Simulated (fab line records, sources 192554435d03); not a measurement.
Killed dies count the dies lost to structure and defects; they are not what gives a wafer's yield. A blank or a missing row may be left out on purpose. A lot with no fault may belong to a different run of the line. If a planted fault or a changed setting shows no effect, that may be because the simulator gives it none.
Chamber matching -- flow n5-finfet -- N5_BEOL_M1_ALD_98 on ald-sin-04 has 4 sister chambers
The step deposits SiO2, target thk 2.5 nm, pulse time 1 s, co reactant pulse time 1 s. 8 wafers are shown with their chamber, then 10 later ones without.

EACH WAFER AND ITS CHAMBER
wafer,chamber,heater-power-w (W),precursor-pulse-height-rel
L086.4,2,72,1.009
L085.4,0,88,0.996
L085.5,3,77,1.016
L088.3,3,77,1.026
L088.4,1,72,0.998
L088.5,2,72,1.010
L092.1,0,86,0.995
L092.2,1,71,0.975

WAFERS WITHOUT THEIR CHAMBER
wafer,heater-power-w (W),precursor-pulse-height-rel
L092.5,86,0.985
L094.1,85,1.011
L094.4,76,1.023
L094.5,68,1.006
L095.1,70,1.022
L095.4,71,1.021
L095.6,71,0.976
L096.3,75,1.017
L096.5,78,1.000
L096.6,87,0.984

WHICH CHAMBER EACH ONE RAN IN
wafer,from the rows above,in truth
L092.5,0,0
L094.1,0,0
L094.4,3,3
L094.5,can't be placed: 1 or 2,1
L095.1,can't be placed: 2 or 1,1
L095.4,2,2
L095.6,1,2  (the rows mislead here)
L096.3,can't be placed: 3 or 2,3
L096.5,3,3
L096.6,0,0
6 of 10 placed correctly. Can't be placed from these rows: 3 (the true chamber is among the candidates in 3). 1 placed wrongly.
How it was worked out, from the rows above alone: a wafer's distance from a chamber is the root of the sum, over the readings, of the square of ((its reading less the chamber's mean) divided by the reading's scatter). The wafer belongs to the nearest chamber; if the next one is less than 2 further off, it can't be placed. The mean given for a chamber averages the wafers shown for that chamber. How the scatter is found: for the shown wafers, subtract from each reading the mean of its chamber, square and add these, divide the total by (wafers less chambers), then take the root.
